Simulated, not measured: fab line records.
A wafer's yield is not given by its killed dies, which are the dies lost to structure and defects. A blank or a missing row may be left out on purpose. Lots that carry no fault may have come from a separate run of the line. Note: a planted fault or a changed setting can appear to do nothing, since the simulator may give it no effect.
Chamber matching / flow n5_finfet / rie_si-03 running N5_BEOL_M0_SAQP_MANDREL1_REMOVE_100: 4 sister chambers
The step chemistry HBr/Cl2/O2, target a-Si, stops on SiNx, bt time 10 s. 8 wafers are shown with their chamber, then 8 later ones without.

## WAFERS PAIRED WITH THEIR CHAMBERS
wafer=L695.5; chamber=0; throttle_valve_pct (%)=36.71; drypump_motor_current_A (A)=6.0
wafer=L707.5; chamber=0; throttle_valve_pct (%)=36.71; drypump_motor_current_A (A)=6.0
wafer=L709.6; chamber=2; throttle_valve_pct (%)=36.79; drypump_motor_current_A (A)=6.1
wafer=L710.4; chamber=2; throttle_valve_pct (%)=36.80; drypump_motor_current_A (A)=6.2
wafer=L711.1; chamber=1; throttle_valve_pct (%)=37.13; drypump_motor_current_A (A)=6.1
wafer=L711.4; chamber=3; throttle_valve_pct (%)=36.34; drypump_motor_current_A (A)=5.2
wafer=L711.5; chamber=3; throttle_valve_pct (%)=36.32; drypump_motor_current_A (A)=5.2
wafer=L712.1; chamber=1; throttle_valve_pct (%)=37.14; drypump_motor_current_A (A)=6.2

## WAFERS WITH NO CHAMBER GIVEN
wafer=L712.4; throttle_valve_pct (%)=36.72; drypump_motor_current_A (A)=6.0
wafer=L712.5; throttle_valve_pct (%)=36.32; drypump_motor_current_A (A)=5.2
wafer=L713.1; throttle_valve_pct (%)=36.71; drypump_motor_current_A (A)=6.0
wafer=L713.4; throttle_valve_pct (%)=36.34; drypump_motor_current_A (A)=5.2
wafer=L713.6; throttle_valve_pct (%)=36.69; drypump_motor_current_A (A)=6.0
wafer=L714.1; throttle_valve_pct (%)=36.69; drypump_motor_current_A (A)=6.0
wafer=L714.5; throttle_valve_pct (%)=36.80; drypump_motor_current_A (A)=6.1
wafer=L714.6; throttle_valve_pct (%)=36.33; drypump_motor_current_A (A)=5.2

## WHICH CHAMBER EACH WENT THROUGH
wafer=L712.4; from the rows above=0; in truth=0
wafer=L712.5; from the rows above=3; in truth=3
wafer=L713.1; from the rows above=0; in truth=0
wafer=L713.4; from the rows above=3; in truth=3
wafer=L713.6; from the rows above=0; in truth=0
wafer=L714.1; from the rows above=0; in truth=0
wafer=L714.5; from the rows above=2; in truth=2
wafer=L714.6; from the rows above=3; in truth=3
Correct placement for 8 of the 8. Left unplaced by these rows: 0. Placed wrongly: 0.
How it was worked out, from the rows above alone: a wafer's distance from a chamber is the root of the sum, over the readings, of the square of ((its reading less the chamber's mean) divided by the reading's scatter). If the next closest chamber is less than 2 further off than the closest, the wafer can't be placed; otherwise it belongs to the closest. For every chamber, the mean is computed from those of its wafers that are shown. The scatter: the root of (the sum of the squares of (reading less its chamber's mean) over the shown wafers, divided by (wafers less chambers)).
